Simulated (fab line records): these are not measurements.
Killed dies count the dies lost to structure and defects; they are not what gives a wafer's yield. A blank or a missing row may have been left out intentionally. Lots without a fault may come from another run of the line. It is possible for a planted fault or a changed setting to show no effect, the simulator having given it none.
Chamber matching || flow n5 finfet || N5_HKMG_FIN_STRIP_92 on rie diel-03 has 4 sister chambers
The step strips SOC in N2/H2, time 20 s. 4 wafers are shown with their chamber, then 8 later ones without.

WAFERS PAIRED WITH THEIR CHAMBERS
{"wafer": "L082.4", "chamber": 0, "drypump motor current A (A)": 5.3}
{"wafer": "L089.5", "chamber": 1, "drypump motor current A (A)": 5.7}
{"wafer": "L089.6", "chamber": 2, "drypump motor current A (A)": 5.7}
{"wafer": "L091.1", "chamber": 3, "drypump motor current A (A)": 6.6}

WAFERS MISSING THEIR CHAMBER
{"wafer": "L091.2", "drypump motor current A (A)": 5.4}
{"wafer": "L091.3", "drypump motor current A (A)": 5.7}
{"wafer": "L096.1", "drypump motor current A (A)": 6.6}
{"wafer": "L096.2", "drypump motor current A (A)": 5.8}
{"wafer": "L096.4", "drypump motor current A (A)": 6.6}
{"wafer": "L097.2", "drypump motor current A (A)": 5.7}
{"wafer": "L097.3", "drypump motor current A (A)": 5.7}
{"wafer": "L097.5", "drypump motor current A (A)": 6.6}

CHAMBER TAKEN BY EACH
{"wafer": "L091.2", "from the rows above": 0, "in truth": 0}
{"wafer": "L091.3", "from the rows above": "can't be placed: 1 or 2", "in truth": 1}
{"wafer": "L096.1", "from the rows above": 3, "in truth": 3}
{"wafer": "L096.2", "from the rows above": "can't be placed: 1 or 2", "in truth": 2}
{"wafer": "L096.4", "from the rows above": 3, "in truth": 3}
{"wafer": "L097.2", "from the rows above": "can't be placed: 1 or 2", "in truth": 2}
{"wafer": "L097.3", "from the rows above": "can't be placed: 1 or 2", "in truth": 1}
{"wafer": "L097.5", "from the rows above": 3, "in truth": 3}
Correctly placed: 4 of 8. Cannot be placed on the basis of these rows: 4; the candidates contain the true chamber in 4. Placed wrongly: 0.
How it was worked out, from the rows above alone: a wafer's distance from a chamber is the root of the sum, over the readings, of the square of ((its reading less the chamber's mean) divided by the reading's scatter). The wafer belongs to the nearest chamber; if the next one is less than 2 further off, it can't be placed. A chamber's mean is the mean of its shown wafers. The scatter: root of mean squared gap, hidden wafer to nearest shown wafer, with one shown wafer a chamber.
